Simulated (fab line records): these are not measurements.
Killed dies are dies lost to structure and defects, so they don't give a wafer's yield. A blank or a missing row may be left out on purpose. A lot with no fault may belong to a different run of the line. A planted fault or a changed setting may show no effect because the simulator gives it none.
The tool behind it: which one? / flow nand-harc / 13 lots, 39 wafers sampled, at 5 steps of a route of 1302

== WHAT THE GAUGES READ, wafer by wafer ==
NHARC_A_SIN_REMOVE_INSPECT_04. Usual: 372 for raw-defect-count, sd 76.
lot=L588; measured=day 20 17:45; on=defect-inspect-01; raw-defect-count=302 256 324; flag=
lot=L589; measured=day 20 19:56; on=defect-inspect-02; raw-defect-count=309 259 357; flag=
lot=L590; measured=day 21 06:21; on=defect-inspect-01; raw-defect-count=423 234 258; flag=
lot=L592; measured=day 21 13:46; on=defect-inspect-02; raw-defect-count=366 442 426; flag=
lot=L591; measured=day 21 21:01; on=defect-inspect-01; raw-defect-count=331 341 376; flag=
lot=L595; measured=day 23 05:30; on=defect-inspect-02; raw-defect-count=268 357 387; flag=
lot=L599; measured=day 24 20:51; on=defect-inspect-01; raw-defect-count=366 394 424; flag=
lot=L600; measured=day 25 05:45; on=defect-inspect-02; raw-defect-count=252 442 333; flag=
lot=L601; measured=day 25 23:47; on=defect-inspect-01; raw-defect-count=412 481 399; flag=
lot=L602; measured=day 26 10:15; on=defect-inspect-01; raw-defect-count=448 423 463; flag=
lot=L608; measured=day 28 04:47; on=defect-inspect-02; raw-defect-count=311 302 284; flag=
lot=L610; measured=day 29 05:36; on=defect-inspect-01; raw-defect-count=400 378 350; flag=
lot=L611; measured=day 30 08:10; on=defect-inspect-02; raw-defect-count=374 339 425; flag=

NHARC_END_SORT_01. Usual: killed-at-array 56, standard deviation 19; killed-at-other 1.0, standard deviation 1.3; killed-at-periphery 3.8, standard deviation 2.2; killed-dies 61, standard deviation 19; killed-open 3.1, standard deviation 1.9; killed-short 2.3, standard deviation 1.5.
lot=L599; measured=day 29 05:44; on=prober-02; killed-at-array=673 677 673; killed-at-other=0 0 2; killed-at-periphery=4 0 2; killed-dies=677 677 677; killed-open=2 2 2; killed-short=3 2 2; flag=OFF
lot=L600; measured=day 29 09:46; on=prober-01; killed-at-array=673 672 673; killed-at-other=1 1 0; killed-at-periphery=3 4 4; killed-dies=677 677 677; killed-open=2 2 4; killed-short=3 2 2; flag=OFF
lot=L601; measured=day 30 05:26; on=prober-02; killed-at-array=666 672 672; killed-at-other=6 0 4; killed-at-periphery=5 5 1; killed-dies=677 677 677; killed-open=1 2 6; killed-short=5 5 2; flag=OFF

== WHICH TOOL RAN EACH LOT (tool, then ch and the chambers of the sampled wafers, then the start) ==
lot=L588; NHARC_A_WL_FILL_ALD_02=ald-metal-01 ch 0,1, day 20 18:18; NHARC_A_WL_FILL_ETCHBACK_16=rie-diel-05 ch 0,1,3, day 21 14:45 or earlier; NHARC_A_CONTACT_DEP_24=pecvd-04 ch 0,1,2, day 21 14:45
lot=L589; NHARC_A_WL_FILL_ALD_02=ald-metal-01 ch 1,2,3, day 20 20:29; NHARC_A_WL_FILL_ETCHBACK_16=rie-diel-01 ch 1,2,3, day 21 14:48 or earlier; NHARC_A_CONTACT_DEP_24=pecvd-02 ch 1,2, day 21 14:48
lot=L590; NHARC_A_WL_FILL_ALD_02=ald-metal-04 ch 1,2, day 21 06:56; NHARC_A_WL_FILL_ETCHBACK_16=rie-diel-06 ch 0,3, day 22 00:46 or earlier; NHARC_A_CONTACT_DEP_24=pecvd-04 ch 0,1,2, day 22 00:46
lot=L592; NHARC_A_WL_FILL_ALD_02=ald-metal-02 ch 1,3, day 21 14:22; NHARC_A_WL_FILL_ETCHBACK_16=rie-diel-06 ch 0,1,2, day 22 10:53 or earlier; NHARC_A_CONTACT_DEP_24=pecvd-04 ch 0,2, day 22 10:53
lot=L591; NHARC_A_WL_FILL_ALD_02=ald-metal-01 ch 2,3, day 21 21:36; NHARC_A_WL_FILL_ETCHBACK_16=rie-diel-06 ch 2,3, day 22 18:52 or earlier; NHARC_A_CONTACT_DEP_24=pecvd-04 ch 0,1, day 22 18:52
lot=L595; NHARC_A_WL_FILL_ALD_02=ald-metal-02 ch 0,2, day 23 06:05; NHARC_A_WL_FILL_ETCHBACK_16=rie-diel-05 ch 0,1, day 24 00:35 or earlier; NHARC_A_CONTACT_DEP_24=pecvd-01 ch 0,1, day 24 00:35
lot=L599; NHARC_A_WL_FILL_ALD_02=ald-metal-04 ch 0,2,3, day 24 21:41; NHARC_A_WL_FILL_ETCHBACK_16=rie-diel-01 ch 0,1,2, day 25 15:44 or earlier; NHARC_A_CONTACT_DEP_24=pecvd-04 ch 0,1,2, day 25 15:44
lot=L600; NHARC_A_WL_FILL_ALD_02=ald-metal-04 ch 1,2,3, day 25 06:24; NHARC_A_WL_FILL_ETCHBACK_16=rie-diel-06 ch 0,1,2, day 26 00:27 or earlier; NHARC_A_CONTACT_DEP_24=pecvd-04 ch 0,1, day 26 00:27
lot=L601; NHARC_A_WL_FILL_ALD_02=ald-metal-04 ch 2,3, day 26 00:20; NHARC_A_WL_FILL_ETCHBACK_16=rie-diel-06 ch 0,2, day 26 18:01 or earlier; NHARC_A_CONTACT_DEP_24=pecvd-04 ch 1,2, day 26 18:01
lot=L602; NHARC_A_WL_FILL_ALD_02=ald-metal-04 ch 1,2, day 26 10:59; NHARC_A_WL_FILL_ETCHBACK_16=rie-diel-01 ch 0,2, day 27 04:36 or earlier; NHARC_A_CONTACT_DEP_24=pecvd-01 ch 0,1,2, day 27 04:36
lot=L608; NHARC_A_WL_FILL_ALD_02=ald-metal-01 ch 2,3, day 28 05:22; NHARC_A_WL_FILL_ETCHBACK_16=rie-diel-05 ch 0,1, day 29 01:13 or earlier; NHARC_A_CONTACT_DEP_24=pecvd-04 ch 0,1,2, day 29 01:13
lot=L610; NHARC_A_WL_FILL_ALD_02=ald-metal-01 ch 1,2, day 29 06:12; NHARC_A_WL_FILL_ETCHBACK_16=rie-diel-06 ch 0,2,3, day 30 02:14 or earlier; NHARC_A_CONTACT_DEP_24=pecvd-04 ch 1,2, day 30 02:14
lot=L611; NHARC_A_WL_FILL_ALD_02=ald-metal-02 ch 1,2,3, day 30 09:17; NHARC_A_WL_FILL_ETCHBACK_16=rie-diel-06 ch 1,2, day 31 03:00 or earlier; NHARC_A_CONTACT_DEP_24=pecvd-02 ch 1,2, day 31 03:00
- NHARC_A_WL_FILL_ALD_02: deposits TiN, target thk 2 nm, pulse time 3 s, ald cycles 100.
- NHARC_A_WL_FILL_ETCHBACK_16: etches the open film in C4F8/O2/Ar, target depth 120 nm, time 24 s.
- NHARC_A_CONTACT_DEP_24: deposits SiO2, target thk 500 nm.

== WHAT THE TOOLS THEMSELVES READ (means of the sampled wafers that have a number; where no wafer has one, the mark that the record gives instead) ==
NHARC_A_WL_FILL_ALD_02. Usual: heater-power-w 1058 W, standard deviation 110; precursor-pulse-height-rel 0.998, standard deviation 0.019.
lot=L588; tool=ald-metal-01; heater-power-w (W)=1107; precursor-pulse-height-rel=0.992; flag=
lot=L589; tool=ald-metal-01; heater-power-w (W)=1084; precursor-pulse-height-rel=0.985; flag=
lot=L590; tool=ald-metal-04; heater-power-w (W)=1205; precursor-pulse-height-rel=1.025; flag=
lot=L592; tool=ald-metal-02; heater-power-w (W)=952; precursor-pulse-height-rel=1.000; flag=
lot=L591; tool=ald-metal-01; heater-power-w (W)=1076; precursor-pulse-height-rel=0.999; flag=
lot=L595; tool=ald-metal-02; heater-power-w (W)=1040; precursor-pulse-height-rel=1.004; flag=
lot=L599; tool=ald-metal-04; heater-power-w (W)=1063; precursor-pulse-height-rel=0.990; flag=
lot=L600; tool=ald-metal-04; heater-power-w (W)=1172; precursor-pulse-height-rel=0.996; flag=
lot=L601; tool=ald-metal-04; heater-power-w (W)=1131; precursor-pulse-height-rel=0.993; flag=
lot=L602; tool=ald-metal-04; heater-power-w (W)=1219; precursor-pulse-height-rel=0.987; flag=
lot=L608; tool=ald-metal-01; heater-power-w (W)=1064; precursor-pulse-height-rel=0.996; flag=
lot=L610; tool=ald-metal-01; heater-power-w (W)=1079; precursor-pulse-height-rel=1.004; flag=
lot=L611; tool=ald-metal-02; heater-power-w (W)=930; precursor-pulse-height-rel=1.004; flag=

NHARC_A_WL_FILL_ETCHBACK_16. Usual: oes-product-au 0.97 a.u., standard deviation 0.034; rf-vpp-V 723 V, standard deviation 4.9.
lot=L588; tool=rie-diel-05; oes-product-au (a.u.)=0.99; rf-vpp-V (V)=720; flag=
lot=L589; tool=rie-diel-01; oes-product-au (a.u.)=0.94; rf-vpp-V (V)=722; flag=
lot=L590; tool=rie-diel-06; oes-product-au (a.u.)=0.98; rf-vpp-V (V)=728; flag=
lot=L592; tool=rie-diel-06; oes-product-au (a.u.)=0.99; rf-vpp-V (V)=726; flag=
lot=L591; tool=rie-diel-06; oes-product-au (a.u.)=0.99; rf-vpp-V (V)=730; flag=
lot=L595; tool=rie-diel-05; oes-product-au (a.u.)=0.96; rf-vpp-V (V)=719; flag=
lot=L599; tool=rie-diel-01; oes-product-au (a.u.)=1.02; rf-vpp-V (V)=722; flag=
lot=L600; tool=rie-diel-06; oes-product-au (a.u.)=0.92; rf-vpp-V (V)=726; flag=
lot=L601; tool=rie-diel-06; oes-product-au (a.u.)=0.98; rf-vpp-V (V)=727; flag=
lot=L602; tool=rie-diel-01; oes-product-au (a.u.)=0.96; rf-vpp-V (V)=723; flag=
lot=L608; tool=rie-diel-05; oes-product-au (a.u.)=0.92; rf-vpp-V (V)=720; flag=
lot=L610; tool=rie-diel-06; oes-product-au (a.u.)=1.00; rf-vpp-V (V)=728; flag=
lot=L611; tool=rie-diel-06; oes-product-au (a.u.)=1.00; rf-vpp-V (V)=727; flag=

NHARC_A_CONTACT_DEP_24. Usual: chamber-pressure-Torr 6.500 Torr, standard deviation 0.014; flow-sccm 2651 sccm, standard deviation 8.2; heater-power-w 616 W, standard deviation 130; throttle-valve-pct 15.9 %, standard deviation 0.56.
lot=L588; tool=pecvd-04; chamber-pressure-Torr (Torr)=6.490; flow-sccm (sccm)=2651; heater-power-w (W)=561; throttle-valve-pct (%)=15.5; flag=
lot=L589; tool=pecvd-02; chamber-pressure-Torr (Torr)=6.484; flow-sccm (sccm)=2655; heater-power-w (W)=604; throttle-valve-pct (%)=15.8; flag=
lot=L590; tool=pecvd-04; chamber-pressure-Torr (Torr)=6.487; flow-sccm (sccm)=2656; heater-power-w (W)=578; throttle-valve-pct (%)=15.6; flag=
lot=L592; tool=pecvd-04; chamber-pressure-Torr (Torr)=6.499; flow-sccm (sccm)=2652; heater-power-w (W)=516; throttle-valve-pct (%)=15.1; flag=
lot=L591; tool=pecvd-04; chamber-pressure-Torr (Torr)=6.491; flow-sccm (sccm)=2656; heater-power-w (W)=501; throttle-valve-pct (%)=15.4; flag=
lot=L595; tool=pecvd-01; chamber-pressure-Torr (Torr)=6.505; flow-sccm (sccm)=2648; heater-power-w (W)=797; throttle-valve-pct (%)=16.0; flag=
lot=L599; tool=pecvd-04; chamber-pressure-Torr (Torr)=-; flow-sccm (sccm)=-; heater-power-w (W)=-; throttle-valve-pct (%)=-; flag=OFF
lot=L600; tool=pecvd-04; chamber-pressure-Torr (Torr)=-; flow-sccm (sccm)=-; heater-power-w (W)=-; throttle-valve-pct (%)=-; flag=OFF
lot=L601; tool=pecvd-04; chamber-pressure-Torr (Torr)=-; flow-sccm (sccm)=-; heater-power-w (W)=-; throttle-valve-pct (%)=-; flag=OFF
lot=L602; tool=pecvd-01; chamber-pressure-Torr (Torr)=6.498; flow-sccm (sccm)=2653; heater-power-w (W)=607; throttle-valve-pct (%)=16.1; flag=
lot=L608; tool=pecvd-04; chamber-pressure-Torr (Torr)=6.489; flow-sccm (sccm)=2649; heater-power-w (W)=574; throttle-valve-pct (%)=15.7; flag=
lot=L610; tool=pecvd-04; chamber-pressure-Torr (Torr)=6.505; flow-sccm (sccm)=2651; heater-power-w (W)=600; throttle-valve-pct (%)=16.1; flag=
lot=L611; tool=pecvd-02; chamber-pressure-Torr (Torr)=6.504; flow-sccm (sccm)=2653; heater-power-w (W)=577; throttle-valve-pct (%)=16.0; flag=

== THE ANSWER, worked out from the rows above alone ==
Rule: take the mean of a lot's wafers that have a number; if it is more than 3 standard deviations from the usual mean, the lot is off. Also off: a lot with no number at a reading for which 4 or more lots have one. Where the step has rows for the other lots, those lots are counted as sound. Order of review: gauges by route order, followed by the tools' own readings, for which a lot's mean as printed above is used. At the first step where some lot is off, the reading lying furthest off is the one used; lots without a number count as furthest.
Off: L599, L600, L601, at NHARC_END_SORT_01 (killed-at-array). Neither off nor sound, because the step has no rows for them: L588, L589, L590, L592, L591, L595, L602, L608, L610, L611.
A tool fits if, at a process step before that reading, it ran every lot that is off, and no sound lot after the first of them. Not tried: the gauges at NHARC_END_SORT_01; whatever is off there is also off at NHARC_A_CONTACT_DEP_24, on other tools, and gauge error can't account for it. NHARC_A_WL_FILL_ETCHBACK_16 gives no start for some lots, so the hours and the order of its lots are those of NHARC_A_CONTACT_DEP_24. Can't be told from this: 2 tools fit, ald-metal-04 at NHARC_A_WL_FILL_ALD_02, pecvd-04 at NHARC_A_CONTACT_DEP_24.

== WHAT HAD BEEN PUT IN BY THE SIMULATOR ==
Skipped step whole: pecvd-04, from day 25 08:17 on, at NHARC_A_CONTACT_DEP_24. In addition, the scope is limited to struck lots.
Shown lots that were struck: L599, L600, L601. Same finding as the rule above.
